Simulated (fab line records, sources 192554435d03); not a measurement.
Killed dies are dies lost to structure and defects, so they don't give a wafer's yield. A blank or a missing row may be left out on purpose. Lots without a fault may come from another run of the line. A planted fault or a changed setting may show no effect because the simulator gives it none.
fab line records | flow n5_finfet
record lots=12 wafers=36 last_day=18
route steps=1938 shown BEOL_M6@1256 BEOL_M7@1270 PASSIVATION@1936
lots that met no fault: from a run of the same line without faults
start_h: hours from the record's first day to the start of the lot's first wafer shown | wait_h: hours since the lot's step before | " the same as in the row above | L1.1+2: a row that stands for several wafers | - no value, or no start given | * or withheld: withheld | < > ~ a bound
route shown NAME@n: a module of which the file shows steps, and the number in the route of the first | usual: mean/standard deviation of fault-free wafers | same: alike in all rows | chamber/n: place in a boat | sites: the reading at each site | _std_site: their standard deviation | _edge_site: outer sites' mean less inner sites' | radius_mm: how far each site lies from the wafer's centre | mask NAME#n: copy n | behind: the tool/chamber that last shaped the wafer | hold: why the lot was held/for how many hours/how that ended | device: the transistor (n, p or np) that didn't switch | end of line: the same wafers' tests at the end of the route | a step without rows: its recipe alone | killed: dies lost to structure and defects at the first sort, not the wafer's yield | map: a wafer's dies, x killed, . not, _ none there
set.NAME: the setting as run; set.NAME@STEP: as run at that earlier step | model.NAME: the simulator's own value behind a step, which no gauge read
steps of the route over a sample of lots; a table a step, a row a wafer
services: from which hour (start_h, from the record's first day; less than 0 if before it) a tool's chamber was out of use, for how many hours, and why
## steps
# step N5_BEOL_M6_ANNEAL_51
# recipe temp_c=225 time_s=90 ambient=N2
# usual wafer_temp_C_max=225.87/0.22
# columns lot.wafer tool chamber start_h wait_h wafer_temp_C_max
L181.2 rtp_anneal-02 0 190.85 0.1 225.86
L181.3 " 0 " " 225.37
L181.4 " 0 " " 225.57
L183.1 rtp_anneal-02 0 195.49 0.1 225.81
L183.2 " 0 " " 226.21
L183.5 " 0 " " 225.74
L184.3 rtp_anneal-01 0 203.28 0.4 225.83
L184.4 " 0 " " 225.73
L184.6 " 0 " " 225.98
L185.4 rtp_anneal-02 0 209.86 0.2 225.60
L185.5 " 0 " " 225.94
L185.6 " 0 " " 226.06
L186.2 rtp_anneal-01 0 223.73 0.1 225.50
L186.3 " 0 " " 225.94
L186.6 " 0 " " 226.12
L194.2 rtp_anneal-02 0 276.66 0.3 225.69
L194.3 " 0 " " 225.95
L194.5 " 0 " " 225.43
L195.1 rtp_anneal-01 0 278.25 0.5 225.78
L195.4 " 0 " " 225.88
L195.5 " 0 " " 225.66
L199.1 rtp_anneal-01 0 282.84 0.1 225.84
L199.2 " 0 " " 226.18
L199.3 " 0 " " 225.70
L196.2 rtp_anneal-01 0 284.64 0.1 225.95
L196.3 " 0 " " 225.69
L196.6 " 0 " " 225.91
L198.1 rtp_anneal-01 0 284.97 0.1 226.09
L198.4 " 0 " " 225.95
L198.5 " 0 " " 226.08
L203.1 rtp_anneal-01 0 325.04 0.5 225.58
L203.2 " 0 " " 225.55
L203.4 " 0 " " 226.11
L202.2 rtp_anneal-02 0 333.90 0.1 225.80
L202.4 " 0 " " 225.87
L202.6 " 0 " " 225.85
# step N5_BEOL_M6_DEP_56
# recipe material=SiCN target_thk_a=100 temp_c=withheld precursor=3MS/NH3 pressure_torr=3 rf_w=202 time_s=17.5
# usual showerhead_plenum_p_Torr=3.658/0.011 throttle_valve_pct=9.0/0.42
# columns lot.wafer tool chamber start_h wait_h showerhead_plenum_p_Torr throttle_valve_pct
L181.2 pecvd-04 2 191.46 0.0 3.640 8.9
L181.3 " 0 " " 3.660 9.1
L181.4 " 0 " " 3.667 9.3
L183.1 pecvd-02 0 196.14 0.0 3.661 9.2
L183.2 " 2 " " 3.655 9.1
L183.5 " 0 " " 3.665 9.2
L184.3 pecvd-01 2 203.84 0.0 3.666 8.4
L184.4 " 0 " " 3.656 9.6
L184.6 " 1 " " 3.629 9.2
L185.4 pecvd-02 1 210.40 0.0 3.657 8.9
L185.5 " 0 " " 3.666 9.0
L185.6 " 2 " " 3.662 9.0
L186.2 pecvd-01 2 224.34 0.0 3.663 8.2
L186.3 " 0 " " 3.647 9.5
L186.6 " 1 " " 3.635 8.8
L194.2 pecvd-01 1 277.27 0.0 3.643 8.8
L194.3 " 0 " " 3.654 9.7
L194.5 " 2 " " 3.669 7.9
L195.1 pecvd-02 2 279.04 0.0 3.662 9.2
L195.4 " 2 " " 3.671 9.1
L195.5 " 0 " " 3.663 9.3
L199.1 pecvd-02 1 283.50 0.0 3.657 9.0
L199.2 " 0 " " 3.662 9.1
L199.3 " 2 " " 3.666 8.9
L196.2 pecvd-01 1 285.27 0.0 3.648 9.0
L196.3 " 2 " " 3.664 8.1
L196.6 " 0 " " 3.656 9.6
L198.1 pecvd-01 2 285.63 0.0 3.674 8.1
L198.4 " 2 " " 3.673 7.9
L198.5 " 1 " " 3.647 8.9
L203.1 pecvd-04 1 325.70 0.0 3.644 8.7
L203.2 " 2 " " 3.636 8.8
L203.4 " 1 " " 3.657 8.7
L202.2 pecvd-02 2 334.51 0.0 3.659 9.0
L202.4 " 2 " " 3.658 9.1
L202.6 " 1 " " 3.670 9.0
# step N5_BEOL_M7_COAT_05
# recipe resist=CAR-ArF spin_rpm=1500 resist_thk_nm=90
# usual dispense_pressure_kPa=51/3.5 spin_speed_rpm=1500.1/0.86
# columns lot.wafer tool chamber start_h wait_h dispense_pressure_kPa spin_speed_rpm
L181.2 litho_track-05 0 192.57 - 48 1499.8
L181.3 " 0 " " 48 1499.2
L181.4 " 0 " " 48 1499.2
L183.1 litho_track-01 0 197.63 - 53 1498.3
L183.2 " 0 " " 53 1499.4
L183.5 " 0 " " 53 1499.1
L184.3 litho_track-05 0 205.71 - 48 1498.0
L184.4 " 0 " " 48 1498.7
L184.6 " 0 " " 48 1499.7
L185.4 litho_track-02 0 211.91 - 56 1498.8
L185.5 " 0 " " 56 1500.2
L185.6 " 0 " " 56 1499.4
L186.2 litho_track-05 0 227.94 - 48 1499.4
L186.3 " 0 " " 48 1500.5
L186.6 " 0 " " 48 1500.7
L194.2 litho_track-02 0 279.14 - 56 1405.9
L194.3 " 0 " " 56 1404.5
L194.5 " 0 " " 56 1404.7
L195.1 litho_track-02 0 280.05 - 56 1404.8
L195.4 " 0 " " 56 1404.0
L195.5 " 0 " " 56 1404.1
L199.1 litho_track-05 0 285.31 - 48 1501.1
L199.2 " 0 " " 48 1501.4
L199.3 " 0 " " 48 1499.5
L196.2 litho_track-05 0 286.37 - 48 1501.0
L196.3 " 0 " " 48 1500.7
L196.6 " 0 " " 48 1501.4
L198.1 litho_track-05 0 288.18 - 48 1500.8
L198.4 " 0 " " 48 1500.9
L198.5 " 0 " " 48 1499.9
L203.1 litho_track-05 0 331.06 - 48 1500.8
L203.2 " 0 " " 48 1500.4
L203.4 " 0 " " 48 1500.9
L202.2 litho_track-01 0 336.50 - 53 1499.7
L202.4 " 0 " " 53 1500.2
L202.6 " 0 " " 53 1501.3
# step N5_BEOL_M7_CD_MEAS_11
# recipe target_cd_nm=38.5 landing_energy_ev=500 detector=se_inlens polarity=opening
# usual cd_nm=38.6/0.4
# columns lot.wafer tool chamber start_h wait_h cd_nm
L181.2 cd_sem-03 0 192.82 - 38.0
L181.3 " 0 " " 38.3
L181.4 " 0 " " 38.7
L183.1 cd_sem-03 0 197.87 - 38.6
L183.2 " 0 " " 38.0
L183.5 " 0 " " 38.4
L184.3 cd_sem-01 0 205.95 - 38.8
L184.4 " 0 " " 38.4
L184.6 " 0 " " 38.5
L185.4 cd_sem-03 0 212.28 - 38.1
L185.5 " 0 " " 37.8
L185.6 " 0 " " 38.5
L186.2 cd_sem-03 0 228.18 - 39.3
L186.3 " 0 " " 38.9
L186.6 " 0 " " 39.3
L194.2 cd_sem-01 0 279.50 - 38.6
L194.3 " 0 " " 38.4
L194.5 " 0 " " 38.8
L195.1 cd_sem-03 0 280.42 - 37.8
L195.4 " 0 " " 38.0
L195.5 " 0 " " 38.8
L199.1 cd_sem-01 0 285.67 - 38.7
L199.2 " 0 " " 37.6
L199.3 " 0 " " 39.1
L196.2 cd_sem-02 0 286.61 - 38.6
L196.3 " 0 " " 38.6
L196.6 " 0 " " 39.0
L198.1 cd_sem-02 0 288.43 - 39.7
L198.4 " 0 " " 38.9
L198.5 " 0 " " 38.3
L203.1 cd_sem-03 0 332.55 - 37.7
L203.2 " 0 " " 38.6
L203.4 " 0 " " 38.0
L202.2 cd_sem-02 0 336.87 - 38.9
L202.4 " 0 " " 38.5
L202.6 " 0 " " 37.9
# step N5_PASSIVATION_PROBE_49
# usual defect_limited_yield=91.4/1.6 killed_at_M0_to_M3=34/12 killed_at_M4_up=13/5.2 killed_at_contacts=11/5.5 killed_at_front_end=40/13 killed_at_other=3.4/2.7 killed_dies=102/19 killed_open=66/15 killed_short=33/7.9 sort_bin_5_function=5.1/1.1 sort_bin_6_memory=3.2/0.7 sort_n_pass=1078/19 sort_yield_pct=91.4/1.6
# same gross_dies=1180 killed_at_back_side=0 sort_bin_4_leakage[%]=0 sort_bin_8_speed[%]=0
# columns lot.wafer tool chamber start_h wait_h defect_limited_yield[%] killed_at_M0_to_M3 killed_at_M4_up killed_at_contacts killed_at_front_end killed_at_other killed_dies killed_open killed_short sort_bin_5_function[%] sort_bin_6_memory[%] sort_n_pass sort_yield_pct[%]
L194.2 prober-01 - 370.00 0.2 91.3 39 8 6 47 3 103 66 37 5.0 3.3 1077 91.3
L194.3 prober-01 - 370.05 0.3 92.8 40 14 8 18 5 85 57 27 4.2 2.8 1095 92.8
L194.5 prober-01 - 370.15 0.4 91.6 31 13 9 44 2 99 57 42 4.6 3.4 1081 91.6
# killed by level:class
L194.2 STI_FIN_REVEAL:geometric_particle:open=11 BEOL_M1:geometric_particle:open=10 FIN_SAQP:geometric_particle:short=8 BEOL_M0_SAQP:geometric_particle:open=7 FIN_SAQP:geometric_particle:open=6 BEOL_M1:geometric_particle:short=5 BEOL_M3:geometric_particle:short=5 BEOL_M4:geometric_particle:open=5
L194.3 BEOL_M1:geometric_particle:open=16 BEOL_M0_SAQP:geometric_particle:short=7 MOL_CONTACT_COAG:geometric_particle:open=7 BEOL_M4:geometric_particle:open=7 BEOL_M1:geometric_particle:short=6 FIN_SAQP:geometric_particle:open=5 FIN_SAQP:geometric_particle:short=5 BEOL_M3:geometric_particle:open=4
L194.5 FIN_SAQP:geometric_particle:open=11 BEOL_M0_SAQP:geometric_particle:short=8 FIN_SAQP:geometric_particle:short=7 MOL_CONTACT_COAG:geometric_particle:open=7 BEOL_M1:geometric_particle:open=6 STARTING-WAFER:geometric_particle:short=5 ILD0:geometric_particle:short=4 DUMMY_GATE:geometric_particle:short=4
## services
# columns tool chamber start_h hours kind
pecvd-04 - 200.20 0.3 repair
pecvd-04 1 230.26 5.5 scheduled_down
pecvd-01 2 234.74 4.8 repair
pecvd-01 0 247.98 5.0 scheduled_down
pecvd-02 0 253.33 6.3 repair
pecvd-04 0 254.36 4.9 repair
pecvd-01 2 257.52 2.1 scheduled_down
pecvd-04 2 259.74 5.0 scheduled_down
litho_track-01 - 262.57 - consumable_replace:filter
litho_track-02 - 268.85 - consumable_replace:filter
litho_track-05 - 303.09 - consumable_replace:filter
pecvd-02 2 309.34 2.1 scheduled_down
pecvd-01 - 310.45 1.7 repair
pecvd-02 - 316.35 6.0 pm
pecvd-04 0 322.30 5.5 scheduled_down
## key
first_sign step=N5_BEOL_M7_COAT_05 reading=spin_speed_rpm direction=down sigmas=99+ usual=* struck=*
effect none on later readings
met_at N5_BEOL_M7_COAT_05
struck_lots L194,L195
not_acting_at N5_BEOL_M6_ANNEAL_51,N5_BEOL_M6_DEP_56,N5_BEOL_M7_CD_MEAS_11
onset_between 211.91 279.14
fault kind=process_parameter_drift tool=litho_track-02 chamber=- onset_h=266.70 steps=N5_BEOL_M7_COAT_05 channel=spin_rpm offset=* shape=step end_h=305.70 acts_in=* stated=*
